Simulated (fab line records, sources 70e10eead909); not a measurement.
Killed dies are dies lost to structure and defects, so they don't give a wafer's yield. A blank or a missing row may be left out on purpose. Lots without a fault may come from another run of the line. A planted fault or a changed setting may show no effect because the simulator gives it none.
fab line records | flow nand_harc
record lots=5 wafers=15 last_day=32
route steps=1302 shown P_GATE@155 END@1302
lots that met no fault: from a run of the same line without faults
start_h: hours from the record's first day to the start of the lot's first wafer shown | wait_h: hours since the lot's step before | " the same as in the row above | L1.1+2: a row that stands for several wafers | - no value, or no start given | * or withheld: withheld | < > ~ a bound
route shown NAME@n: a module of which the file shows steps, and the number in the route of the first | usual: mean/standard deviation of fault-free wafers | same: alike in all rows | chamber/n: place in a boat | sites: the reading at each site | _std_site: their standard deviation | _edge_site: outer sites' mean less inner sites' | radius_mm: how far each site lies from the wafer's centre | mask NAME#n: copy n | behind: the tool/chamber that last shaped the wafer | hold: why the lot was held/for how many hours/how that ended | device: the transistor (n, p or np) that didn't switch | end of line: the same wafers' tests at the end of the route | a step without rows: its recipe alone | killed: dies lost to structure and defects at the first sort, not the wafer's yield | map: a wafer's dies, x killed, . not, _ none there
set.NAME: the setting as run; set.NAME@STEP: as run at that earlier step | model.NAME: the simulator's own value behind a step, which no gauge read
lots at some steps of the route; a table a step, a row a wafer
services: from which hour (start_h, from the record's first day; less than 0 if before it) a tool's chamber was out of use, for how many hours, and why
## steps
# step NHARC_P_GATE_ALD_36
# recipe target_thk_a=200 pulse_time_s=60 ald_cycles=223 temp_c=400 material=SiNx
# usual heater_power_w=796/47 precursor_pulse_height_rel=1.001/0.02
# columns lot.wafer tool chamber start_h wait_h heater_power_w precursor_pulse_height_rel
L801.3 ald_sin-04 1 122.64 - 808 1.023
L801.5 " 1 126.92 - 798 1.009
L801.6 " 2 128.00 - 771 1.000
L807.3 ald_sin-04 0 176.50 - 846 0.984
L807.5 " 3 179.62 - 785 0.974
L807.6 " 0 180.66 - 834 0.992
L816.4 ald_sin-03 1 261.91 - 808 1.031
L816.3 " 2 262.97 - 816 0.949
L816.5 " 2 267.22 - 802 0.961
L817.3 ald_sin-04 2 279.22 - 775 0.998
L817.2 " 3 280.27 - 807 1.001
L817.5 " 3 284.44 - 828 0.997
L821.1 ald_sin-04 3 319.06 - 841 1.034
L821.4 " 1 321.19 - 789 0.974
L821.6 " 3 323.32 - 814 0.996
# step NHARC_P_GATE_ETCHBACK_37
# recipe target_depth_a=345 time_s=17.2 chf3_flow_sccm=50 o2_flow_sccm=10 ar_flow_sccm=200 rf_w=500 bias_w=200 chemistry=CHF3/O2
# usual drypump_motor_current_A=5.8/0.45 o2_flow_sccm=10.004/0.028 oes_product_au=0.96/0.035 rf_vpp_V=370.6/2 showerhead_plenum_p_Torr=2.41/0.083 throttle_valve_pct=20.573/0.0089
# columns lot.wafer tool chamber start_h wait_h drypump_motor_current_A o2_flow_sccm oes_product_au rf_hours_counter_h rf_vpp_V showerhead_plenum_p_Torr throttle_valve_pct
L801.3 rie_diel-04 1 - - 6.2 10.012 0.92 6 371.5 2.42 20.593
L801.5 " 2 " " 6.2 10.036 0.95 - 370.0 2.33 20.549
L801.6 " 3 " " 5.4 9.988 0.94 - 370.5 2.40 20.572
L807.3 rie_diel-07 1 - - 6.0 9.961 1.00 3 374.7 2.54 20.573
L807.5 " 1 " " 6.0 9.993 1.00 - 373.4 2.54 20.577
L807.6 " 2 " " 6.3 10.000 0.97 - 372.6 2.43 20.575
L816.3 rie_diel-07 0 - - 5.6 9.990 0.92 6 373.9 2.48 20.571
L816.4 " 1 " " 6.0 9.973 0.95 7 373.9 2.54 20.566
L816.5 " 1 " " 6.0 10.034 0.94 - 373.8 2.54 20.571
L817.2 rie_diel-04 0 - - 5.8 9.981 0.90 9 371.0 2.46 20.578
L817.3 " 1 " " 6.3 9.997 0.91 9 370.4 2.41 20.560
L817.5 " 3 " " 5.4 9.961 0.93 - 369.6 2.40 20.585
L821.4 rie_diel-04 3 - - 5.3 10.007 0.96 12 370.9 2.40 20.581
L821.1 " 2 " " 6.2 9.999 0.96 12 369.4 2.33 20.548
L821.6 " 3 " " 5.4 10.030 0.97 - 372.3 2.40 20.564
# step NHARC_P_GATE_STRIP_101
# recipe time_s=20 o2_flow_sccm=500 ar_flow_sccm=0 bias_w=0 chemistry=O2
# usual drypump_motor_current_A=5.8/0.45 o2_flow_sccm=499.9/1.5 oes_product_au=1.001/0.016 rf_vpp_V=57.8/0.87 showerhead_plenum_p_Torr=3.54/0.12 throttle_valve_pct=17.036/0.0093
# columns lot.wafer tool chamber start_h wait_h drypump_motor_current_A o2_flow_sccm oes_product_au rf_hours_counter_h rf_vpp_V showerhead_plenum_p_Torr throttle_valve_pct
L801.3 rie_diel-04 1 132.34 0.1 6.3 498.3 0.992 6 58.8 3.55 17.032
L801.5 " 3 " " 5.4 502.2 1.018 - 60.6 3.53 17.030
L801.6 " 0 " " 5.8 501.4 1.005 - 57.3 3.61 17.043
L807.3 rie_diel-07 2 184.97 0.1 6.3 498.0 0.980 3 58.1 3.56 17.039
L807.5 " 1 " " 6.0 498.6 1.012 - 58.4 3.73 17.034
L807.6 " 2 " " 6.3 500.4 0.999 - 56.8 3.56 17.027
L816.4 rie_diel-07 1 271.55 0.1 6.0 498.3 1.011 7 56.9 3.73 17.046
L816.3 " 0 " " 5.6 502.2 0.978 6 58.1 3.64 17.016
L816.5 " 2 " " 6.3 497.3 0.981 - 57.2 3.56 17.024
L817.3 rie_diel-04 2 288.75 0.1 6.2 501.7 1.016 9 58.2 3.42 17.042
L817.2 " 3 " " 5.4 501.2 0.994 9 57.9 3.52 17.033
L817.5 " 1 " " 6.3 499.2 0.983 - 56.9 3.55 17.048
L821.1 rie_diel-04 3 327.66 0.1 5.4 498.0 1.018 12 58.2 3.52 17.050
L821.4 " 0 " " 5.8 500.7 0.971 11 58.6 3.61 17.030
L821.6 " 1 " " 6.3 501.6 0.988 - 57.9 3.55 17.026
# step NHARC_P_GATE_PRECLEAN_97
# recipe time_s=600 temp_c=120 chemistry=SPM
# step NHARC_P_GATE_SRD_98
# step NHARC_P_GATE_PRECLEAN_99
# recipe time_s=* temp_c=50 bath_age_min=0 chemistry=SC1
# step NHARC_P_GATE_SRD_100
# step NHARC_P_GATE_DEHYDRATE_38
# recipe temp_c=150 time_s=120
# step NHARC_P_GATE_HMDS_39
# recipe time_s=30
# step NHARC_P_GATE_COAT_40
# recipe spin_rpm=3000
# step NHARC_P_GATE_SOFTBAKE_41
# recipe temp_c=122 time_s=95
# step NHARC_P_GATE_EBR_42
# step NHARC_P_GATE_EXPOSE_43
# recipe na=0.6 target_cd_nm=720 dose_mj=14.81 mask_id=P_NSD
# same na=0.6
# columns lot.wafer tool chamber start_h wait_h mask
L801.3+5+6 krf_scanner-03 0 133.11 - P_NSD#0
L807.3+5+6 krf_scanner-02 0 185.62 - P_NSD_R1#0
L816.3+4+5 krf_scanner-03 0 272.20 - P_NSD#0
L817.2+3+5 krf_scanner-03 0 289.39 - P_NSD#0
L821.1+4+6 krf_scanner-02 0 328.29 - P_NSD#0
# step NHARC_P_GATE_PEB_44
# recipe peb_temp_c=118 peb_time_s=85
# step NHARC_P_GATE_DEVELOP_45
# recipe time_s=70
# step NHARC_P_GATE_CD_MEAS_46
# recipe target_cd_nm=720 landing_energy_ev=500
# usual cd_nm=720.3/2.2
# columns lot.wafer tool chamber start_h wait_h hold cd_nm
L801.3 cd_sem-02 0 133.26 - - 722.2
L801.5 " 0 " " - 720.7
L801.6 " 0 " " - 724.8
L807.3 cd_sem-03 0 185.77 - await_dispo/0.2h/release 708.1
L807.5 " 0 " " await_dispo/0.2h/release 708.5
L807.6 " 0 " " await_dispo/0.2h/release 711.6
L807.3 cd_sem-03 0 - - - 708.0
L807.5 " 0 " " - 708.5
L807.6 " 0 " " - 711.2
L816.3 cd_sem-02 0 272.35 - - 719.0
L816.4 " 0 " " - 719.7
L816.5 " 0 " " - 718.7
L817.2 cd_sem-03 0 289.55 - - 719.9
L817.3 " 0 " " - 720.2
L817.5 " 0 " " - 720.2
L821.1 cd_sem-03 0 328.45 - - 720.7
L821.4 " 0 " " - 721.3
L821.6 " 0 " " - 722.6
# step NHARC_P_GATE_DESCUM_48
# recipe time_s=3 o2_flow_sccm=200 ar_flow_sccm=0 bias_power_w=0 chemistry=O2
# usual drypump_motor_current_A=5.7/0.51 o2_flow_sccm=199.9/0.61 oes_product_au=1.003/0.016 rf_vpp_V=57.8/0.8 showerhead_plenum_p_Torr=1.92/0.071 throttle_valve_pct=11.311/0.0093
# columns lot.wafer tool chamber start_h wait_h drypump_motor_current_A o2_flow_sccm oes_product_au rf_hours_counter_h rf_vpp_V showerhead_plenum_p_Torr throttle_valve_pct model.P_GATE.cd_nm
L801.3 rie_diel-07 3 133.44 - 6.1 200.1 1.011 1 58.0 1.78 11.323 722.5
L801.6 " 1 " " 6.0 200.6 1.024 - 57.3 2.03 11.315 724.9
L801.5 " 2 " " 6.2 199.3 0.993 - 57.1 1.93 11.312 720.8
L807.3 rie_diel-07 0 189.58 - 5.6 200.2 0.994 2 59.1 1.98 11.318 706.8
L807.5 " 0 " " 5.6 200.5 0.991 - 58.8 1.98 11.328 707.7
L807.6 " 1 " " 6.0 200.1 1.012 - 58.6 2.03 11.309 711
L816.4 rie_diel-08 1 272.50 - 5.2 200.0 1.007 3 58.2 2.03 11.324 720.7
L816.3 " 2 " " 4.9 200.4 1.013 3 57.5 1.86 11.299 719.3
L816.5 " 1 " " 5.2 199.6 1.001 - 57.8 2.03 11.300 719.7
L817.2 rie_diel-04 3 289.70 - 5.4 198.5 1.012 9 57.5 1.91 11.326 720.9
L817.3 " 2 " " 6.2 201.1 1.024 9 56.7 1.85 11.307 720.6
L817.5 " 0 " " 5.8 199.2 0.966 - 59.3 1.96 11.319 721.3
L821.4 rie_diel-04 0 328.62 - 5.8 200.1 0.957 11 58.7 1.96 11.314 722.1
L821.1 " 2 " " 6.2 198.6 1.020 12 56.3 1.85 11.299 720.8
L821.6 " 3 " " 5.3 200.3 1.016 - 57.1 1.91 11.303 723.8
# step NHARC_P_GATE_IMPLANT_49
# recipe energy_kev=30 dose_cm2=3e+15 tilt_deg=7
# step NHARC_END_SORT_01
# recipe temp_c=25
# usual killed_at_array=54/20 killed_at_other=0.7/0.94 killed_at_periphery=3.8/2.7 killed_dies=59/20 killed_open=3.5/1.9 killed_short=2.5/1.6
# same gross_dies=677
# columns lot.wafer tool chamber start_h wait_h killed_at_array killed_at_other killed_at_periphery killed_dies killed_open killed_short
L801.3 prober-02 0 584.69 3.1 56 1 2 59 2 6
L801.5 prober-02 0 586.30 3.7 61 0 1 62 10 1
L801.6 prober-02 0 587.11 4.0 36 1 1 38 3 2
L807.3 prober-02 0 642.38 3.1 65 1 2 68 1 2
L807.5 prober-02 0 643.99 3.7 66 1 5 72 3 0
L807.6 prober-02 0 644.79 4.0 69 1 2 72 4 4
L817.2 prober-02 0 738.89 2.8 63 0 3 66 6 4
L817.3 prober-02 0 739.67 3.1 53 0 1 54 3 2
L817.5 prober-02 0 741.22 3.6 61 1 6 68 9 3
L816.3 prober-01 0 747.40 3.1 64 0 5 69 3 1
L816.4 prober-01 0 748.21 3.4 79 1 3 83 3 1
L816.5 prober-01 0 749.01 3.7 55 3 3 61 0 4
L821.1 prober-02 0 775.02 2.5 83 0 6 89 7 3
L821.4 prober-02 0 777.44 3.4 75 0 4 79 5 2
L821.6 prober-02 0 779.06 4.0 68 0 3 71 6 1
# killed by level:class
L801.3 A_CHANNEL_HOLE_D2:chamber_film_flake=23 A_CHANNEL_HOLE_D1:chamber_film_flake=22 A_CONTACT:chamber_film_flake=2 P_GATE:geometric_particle:short=1 P_M1:geometric_particle:short=1 A_ONON_D1:geometric_particle:open=1 A_CHANNEL_HOLE_D1:geometric_particle:short=1 A_CHANNEL_FILL_D1:geometric_particle:short=1
L801.5 A_CHANNEL_HOLE_D1:chamber_film_flake=22 A_CHANNEL_HOLE_D2:chamber_film_flake=21 A_STAIRCASE:chamber_film_flake=3 A_BLC:chamber_film_flake=3 A_CHANNEL_HOLE_D1:geometric_particle:open=2 A_BLC:geometric_particle:open=2 A_M0:geometric_particle:open=2 P_GATE:geometric_particle:open=1
L801.6 A_CHANNEL_HOLE_D1:chamber_film_flake=13 A_CHANNEL_HOLE_D2:chamber_film_flake=12 A_STAIRCASE:chamber_film_flake=5 P_M0:geometric_particle:open=1 A_ONON_D1:geometric_particle:short=1 A_WL_FILL:geometric_particle:open=1 A_M0:geometric_particle:open=1 A_M1:geometric_particle:short=1
L807.3 A_SLIT:chamber_film_flake=34 A_CHANNEL_HOLE_D2:chamber_film_flake=13 A_CONTACT:chamber_film_flake=9 A_ZERO_WELL:chamber_film_flake=3 A_CHANNEL_HOLE_D1:chamber_film_flake=2 A_STAIRCASE:chamber_film_flake=2 P_M0:geometric_particle:open=1 A_ONON_D2:geometric_particle:short=1
L807.5 A_SLIT:chamber_film_flake=33 A_CHANNEL_HOLE_D2:chamber_film_flake=13 A_CONTACT:chamber_film_flake=7 A_CHANNEL_HOLE_D1:chamber_film_flake=5 P_GATE:chamber_film_flake=3 A_ZERO_WELL:chamber_film_flake=2 A_DECK1_JOINT:chamber_film_flake=2 A_STAIRCASE:chamber_film_flake=2
L807.6 A_SLIT:chamber_film_flake=36 A_CHANNEL_HOLE_D2:chamber_film_flake=13 A_CHANNEL_HOLE_D1:chamber_film_flake=6 A_M1:geometric_particle:open=3 A_CONTACT:chamber_film_flake=3 A_STAIRCASE:chamber_film_flake=2 A_ONON_D1:geometric_particle:short=1 A_CHANNEL_HOLE_D1:geometric_particle:short=1
L817.2 A_CHANNEL_HOLE_D2:chamber_film_flake=32 A_CHANNEL_HOLE_D1:chamber_film_flake=12 A_SGD_CUT:chamber_film_flake=3 A_CHANNEL_FILL_D2:chamber_film_flake=2 P_CONTACT:geometric_particle:short=1 P_M0:geometric_particle:open=1 A_ONON_D1:geometric_particle:short=1 A_CHANNEL_FILL_D1:geometric_particle:open=1
L817.3 A_CHANNEL_HOLE_D2:chamber_film_flake=23 A_CHANNEL_HOLE_D1:chamber_film_flake=15 A_SLIT:chamber_film_flake=7 A_DECK1_JOINT:geometric_particle:open=2 A_CHANNEL_FILL_D2:chamber_film_flake=2 P_GATE:geometric_particle:open=1 A_ONON_D2:geometric_particle:short=1 A_M0:geometric_particle:short=1
L817.5 A_CHANNEL_HOLE_D2:chamber_film_flake=28 A_CHANNEL_HOLE_D1:chamber_film_flake=11 A_SLIT:chamber_film_flake=6 A_CONTACT:chamber_film_flake=4 P_CONTACT:geometric_particle:open=2 P_M0:geometric_particle:open=2 A_ONON_D1:geometric_particle:open=2 A_STAIRCASE:chamber_film_flake=2
L816.3 A_SLIT:chamber_film_flake=36 A_CHANNEL_HOLE_D1:chamber_film_flake=17 A_CONTACT:chamber_film_flake=5 P_M2:chamber_film_flake=4 P_CONTACT:geometric_particle:open=1 A_ONON_D1:geometric_particle:open=1 A_CHANNEL_FILL_D2:geometric_particle:open=1 A_CHANNEL_FILL_D2:geometric_particle:short=1
L816.4 A_CHANNEL_HOLE_D1:chamber_film_flake=36 A_SLIT:chamber_film_flake=35 A_ZERO_WELL:chamber_film_flake=3 P_M2:chamber_film_flake=2 P_M0:geometric_particle:open=1 A_SOURCE_PLATE:geometric_particle:open=1 A_SGD_CUT:geometric_particle:short=1 A_M0:geometric_particle:open=1
L816.5 A_SLIT:chamber_film_flake=32 A_CHANNEL_HOLE_D1:chamber_film_flake=15 A_CONTACT:chamber_film_flake=5 THIN_TSV:chamber_film_flake=3 A_SOURCE_PLATE:geometric_particle:short=2 P_M2:chamber_film_flake=2 P_M1:geometric_particle:short=1 A_CONTACT:geometric_particle:short=1
L821.1 A_SLIT:chamber_film_flake=30 A_CHANNEL_HOLE_D2:chamber_film_flake=25 A_CHANNEL_HOLE_D1:chamber_film_flake=11 A_CONTACT:chamber_film_flake=4 P_M0:geometric_particle:open=3 A_CHANNEL_FILL_D1:chamber_film_flake=3 A_CHANNEL_FILL_D2:geometric_particle:open=2 P_GATE:chamber_film_flake=2
L821.4 A_SLIT:chamber_film_flake=22 A_CHANNEL_HOLE_D1:chamber_film_flake=21 A_CHANNEL_HOLE_D2:chamber_film_flake=21 A_ONON_D1:geometric_particle:open=2 A_ZERO_WELL:chamber_film_flake=2 A_CONTACT:chamber_film_flake=2 P_M0:geometric_particle:open=1 P_M0:geometric_particle:short=1
L821.6 A_SLIT:chamber_film_flake=27 A_CHANNEL_HOLE_D2:chamber_film_flake=18 A_CHANNEL_HOLE_D1:chamber_film_flake=8 A_STAIRCASE:chamber_film_flake=3 A_CONTACT:chamber_film_flake=3 P_M1:geometric_particle:open=1 A_CHANNEL_HOLE_D1:geometric_particle:open=1 A_CHANNEL_FILL_D1:geometric_particle:short=1
## services
# columns tool chamber start_h hours kind
rie_diel-08 1 112.78 9.7 repair
rie_diel-07 - 117.20 9.0 pm
krf_scanner-02 - 124.01 2.3 repair
krf_scanner-03 - 132.32 0.3 repair
ald_sin-03 1 146.77 15.1 repair
krf_scanner-03 - 150.97 1.4 repair
rie_diel-04 3 152.06 3.6 repair
rie_diel-07 0 169.16 5.7 repair
krf_scanner-03 - 177.86 1.7 repair
rie_diel-04 - 178.47 9.0 pm
rie_diel-07 0 193.09 6.3 repair
rie_diel-04 1 203.54 13.0 repair
krf_scanner-03 - 224.00 4.0 pm
rie_diel-04 2 235.21 8.3 repair
rie_diel-07 - 243.73 0.5 repair
ald_sin-04 3 251.88 2.5 repair
krf_scanner-03 - 253.21 2.0 repair
ald_sin-04 - 254.00 10.0 pm
krf_scanner-02 - 266.00 4.0 pm
krf_scanner-03 - 277.44 0.1 repair
krf_scanner-02 - 279.96 1.1 repair
rie_diel-07 - 294.20 9.0 pm
ald_sin-04 - 303.48 1.3 repair
rie_diel-07 2 313.34 3.3 repair
## key
first_sign step=NHARC_P_GATE_EXPOSE_43 reading=mask direction=changed
effect step=NHARC_P_GATE_CD_MEAS_46 reading=visit direction=added
model_effect step=NHARC_P_GATE_DESCUM_48 value=P_GATE.cd_nm without=716.9 struck=708.5
met_at NHARC_P_GATE_EXPOSE_43
struck_wafers L807.3,L807.5,L807.6
tester_left_out L807
fault kind=wrong_mask tool=any chamber=- onset_h=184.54 steps=NHARC_P_GATE_EXPOSE_43 aux_copy=P_NSD_R1#0 cd_offset_nm=-8.42 scope=struck_lots_only
# tester_left_out: of these lots the tester's yield and bins aren't shown, on N5 and GAA mostly nor the transistor test; their killed dies are dies lost to structure and defects alone, not to doping, threshold or leakage, so they don't give the yield
